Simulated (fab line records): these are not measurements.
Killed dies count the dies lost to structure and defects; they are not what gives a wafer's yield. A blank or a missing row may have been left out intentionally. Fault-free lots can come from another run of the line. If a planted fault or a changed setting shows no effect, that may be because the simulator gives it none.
Struck lot and sound lot, side by side + flow n5_finfet + 39 out of 1938 route steps
Sound: the wafers L504.1, L504.3, L504.5. Struck: wafer L493.2; the same lot's L493.4 was not struck, so it is left out; see the end for the cause.
At each step with rows: each side's tool, then ch and its chambers, then its first start. Under that, the readings that differ: sound wafers + struck wafers + difference of the means + sigmas: that difference in standard deviations of wafers without a fault.
alike: words and numbers the same on both sides, and readings whose means are apart by under 2 such deviations; not compared: readings that were withheld, readings missing a value for some wafer, numbers with overlapping values and no deviation given by the record, and bounds like >300 which may hide the same value.
The two part at a step that has a row with sigmas, a row that says differs or no value, or rows on one side only. When numbers do not overlap yet have no deviation, they are printed without sigmas and do not part them. A reading that every wafer of one side lacks parts them only if that side has two wafers or more.

first, 9 steps without rows for these wafers: N5_BEOL_M12_SOFTBAKE_23 (time 60 s); N5_BEOL_M12_EXPOSE_25 (exposes mask M12); N5_BEOL_M12_PEB_26 (peb time 90 s); N5_BEOL_M12_DEVELOP_27 (develop time 45 s); N5_BEOL_M12_HARDBAKE_32 (time 120 s); N5_BEOL_M12_DESCUM_33 (chemistry O2, time 7.9 s); N5_BEOL_M12_ETCH_67 (etches SiARC in CF4, target depth 143 nm, time 238.3 s); N5_BEOL_M12_ETCH_68 (etches SOC in N2/H2, time 285 s); N5_BEOL_M12_STRIP_69 (strips in N2/H2).
N5_BEOL_M12_TRENCH_ETCH_34: etches SiOC in C4F8/O2/Ar, target depth 318.95 nm, time 125.5 s.
  sound on rie_diel-03 ch 1,3, day 16 06:05; struck on rie_diel-04 ch 3, day 13 03:11
| reading                  | sound           | struck | difference | sigmas |
|--------------------------|-----------------|--------|------------|--------|
| oes_product_au (a.u.)    | 0.79 0.91 0.90  | 0.69   | -0.18      | -2     |
| model.etch.depth_nm (nm) | 327 321.8 321.6 | 256.6  | -66.9      |        |
  alike: drypump_motor_current_A, rf_vpp_V, showerhead_plenum_p_Torr, throttle_valve_pct
  not compared: rf_fwd_power_W, rf_hours_counter_h
then, 1 step without rows for these wafers: N5_BEOL_M12_STRIP_70 (strips in C4F8/O2/Ar).
N5_BEOL_M12_OCD_MEAS_35:
  sound: ocd-01 at day 16 06:14; struck: ocd-01 at day 13 03:21
| reading              | sound       | struck | difference | sigmas |
|----------------------|-------------|--------|------------|--------|
| trench_depth_nm (nm) | 327 322 322 | 257    | -67        | -12    |
then, 11 steps without rows for these wafers: N5_BEOL_M12_STRIP_37 (strips in N2/H2); N5_BEOL_M12_ETCH_38 (etches SiCN in CF4/N2, target depth 68.7 nm, time 73.4 s); N5_BEOL_M12_PRECLEAN_39 (cleans in residue remover, time 60 s); N5_BEOL_M12_SRD_40 (time 30 s, dry time 30 s); N5_BEOL_M12_DEGAS_41 (time 60 s); N5_BEOL_M12_PRE_CLEAN_42 (time 30 s); N5_BEOL_M12_SPUTTER_43 (material TaN, target thk 15 nm, time 24.19 s); N5_BEOL_M12_SPUTTER_44 (material Ta, target thk 10 nm, time 16.13 s); N5_BEOL_M12_SPUTTER_45 (material Cu, target thk 80 nm, time 13.33 s); N5_BEOL_M12_ECD_47 (material Cu, target thk 720 nm); N5_BEOL_M12_ANNEAL_48 (time 90 s).
N5_BEOL_M12_CMP_49: polishes, stops on SiOC, t overpolish 20.6 s, target thk 320 nm.
  sound on cmp-01 ch 0,1,3, day 16 08:56; struck on cmp-03 ch 1, day 13 05:10
| reading                                 | sound                | struck | difference | sigmas |
|-----------------------------------------|----------------------|--------|------------|--------|
| motor_current_A (A)                     | 6.5 5.4 5.3          | 8.3    | +2.6       | +3     |
| overpolish_run_s (s)                    | 20.589 20.565 20.581 | 20.606 | +0.028     | +3     |
| model.Cu_of_BEOL_M12_ECD_47.thk_nm (nm) | 329.2 320 322.4      | 258    | -66        |        |
  alike: barrier_field_endpoint_s, edge_zone_pressure_frac
N5_BEOL_M12_THK_MEAS_50: measures by xrf.
  sound: film_metro-01 at day 16 09:13; struck: film_metro-01 at day 13 05:23
| reading      | sound       | struck | difference | sigmas |
|--------------|-------------|--------|------------|--------|
| M12_THK (nm) | 331 319 323 | 257    | -67        | -11    |
then, 2 steps without rows for these wafers: N5_BEOL_M12_PRE_CLEAN_52 (time 15 s); N5_BEOL_M12_DEP_53 (deposits SiCN from 3MS/NH3, target thk 30 nm, time 10.5 s).
N5_BEOL_M12_RS_MEAS_54: a four-point-probe measurement.
  sound: film_metro-01 at day 16 09:21; struck: film_metro-02 at day 13 05:30
| reading         | sound                | struck | difference | sigmas |
|-----------------|----------------------|--------|------------|--------|
| M12_RS (ohm/sq) | 0.0582 0.0600 0.0596 | 0.0752 | +0.0159    | +14    |
then, 9 steps without rows for these wafers: N5_BEOL_M13_ILD_DEP_00 (deposits SiOC from DEMS/O2, target thk 837.92 nm, time 166.4 s); N5_BEOL_M13_COAT_58 (time 60 s, resist thk 89 nm); N5_BEOL_M13_COAT_04 (resist thk 400 nm); N5_BEOL_M13_EBR_06; N5_BEOL_M13_SOFTBAKE_05 (time 60 s); N5_BEOL_M13_EXPOSE_07 (exposes mask V12); N5_BEOL_M13_PEB_08 (peb time 90 s); N5_BEOL_M13_DEVELOP_09 (develop time 45 s); N5_BEOL_M13_HARDBAKE_14 (time 120 s).
N5_BEOL_M15_RC_MEAS_101:
  sound on prober-02 ch 0, day 17 04:46; struck on prober-02 ch 0, day 14 03:54
| reading                    | sound                   | struck | difference | sigmas |
|----------------------------|-------------------------|--------|------------|--------|
| COMB_M8 (S/m)              | 2.9e-11 2.2e-11 2.5e-11 | 4e-11  | +1e-11     | +3     |
| SERP_M12 (ohm/um)          | 0.602 0.655 0.615       | 0.798  | +0.174     | +8     |
| SERP_M12_max_site (ohm/um) | 0.611 0.666 0.636       | 0.820  | +0.182     | +8     |
| SERP_M13 (ohm/um)          | 0.317 0.309 0.317       | 0.298  | -0.016     | -2     |
| SERP_M8 (ohm/um)           | 12.5 12.6 13.4          | 14.6   | +1.8       | +2     |
  alike: COMB_M10, COMB_M11, COMB_M13, COMB_M13_max_site, COMB_M14, COMB_M15, COMB_M5, COMB_M6, COMB_M7, COMB_M9, SERP_M10, SERP_M11, SERP_M14, SERP_M5, SERP_M6, SERP_M6_max_site, SERP_M7, SERP_M9
N5_PASSIVATION_PROBE_49:
  record: rows for the struck wafers here (prober-02, day 14 16:30), none for the sound ones

## WHERE THEY PART
At N5_BEOL_M12_TRENCH_ETCH_34 first; at N5_PASSIVATION_PROBE_49 last (within this record only).

WHY: what the simulator had put in
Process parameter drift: rie_diel-04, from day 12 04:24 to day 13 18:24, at N5_BEOL_M12_TRENCH_ETCH_34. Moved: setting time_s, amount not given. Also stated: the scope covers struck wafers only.
